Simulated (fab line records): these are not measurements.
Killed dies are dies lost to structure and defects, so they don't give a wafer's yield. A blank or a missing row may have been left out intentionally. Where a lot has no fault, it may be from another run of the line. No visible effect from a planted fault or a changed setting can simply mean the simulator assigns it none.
Chamber matching    flow n5_finfet    N5_BEOL_M7_STRIP_19 on rie_diel-03 has 4 sister chambers
The step strips in O2. 8 wafers are shown with their chamber, then 10 later ones without.

WAFERS, EACH WITH ITS CHAMBER
wafer   chamber  showerhead_plenum_p_Torr (Torr)  drypump_motor_current_A (A)
L077.2  1        2.00                             6.0
L078.2  1        2.00                             6.0
L082.2  0        2.09                             5.9
L087.2  3        2.22                             5.6
L087.4  2        2.11                             5.1
L087.6  0        2.08                             5.9
L089.2  2        2.11                             5.0
L089.4  3        2.22                             5.7

WAFERS WHOSE CHAMBER IS MISSING
wafer   showerhead_plenum_p_Torr (Torr)  drypump_motor_current_A (A)
L089.6  1.99                             6.0
L094.1  1.99                             6.0
L094.3  2.08                             5.9
L094.6  2.21                             5.6
L096.1  1.98                             6.0
L096.4  2.08                             5.9
L096.5  2.21                             5.6
L097.1  2.21                             5.6
L097.4  1.99                             6.0
L097.6  1.99                             6.0

EACH ONE'S CHAMBER
wafer   from the rows above  in truth
L089.6  1                    1
L094.1  1                    1
L094.3  0                    0
L094.6  3                    3
L096.1  1                    1
L096.4  0                    0
L096.5  3                    3
L097.1  3                    3
L097.4  1                    1
L097.6  1                    1
Correct placement for 10 of the 10. Number that these rows cannot place: 0. Number placed wrongly: 0.
How it was worked out, from the rows above alone: a wafer's distance from a chamber is the root of the sum, over the readings, of the square of ((its reading less the chamber's mean) divided by the reading's scatter). If the next closest chamber is less than 2 further off than the closest, the wafer can't be placed; otherwise it belongs to the closest. A chamber's mean is the mean of its shown wafers. How the scatter is found: for the shown wafers, subtract from each reading the mean of its chamber, square and add these, divide the total by (wafers less chambers), then take the root.
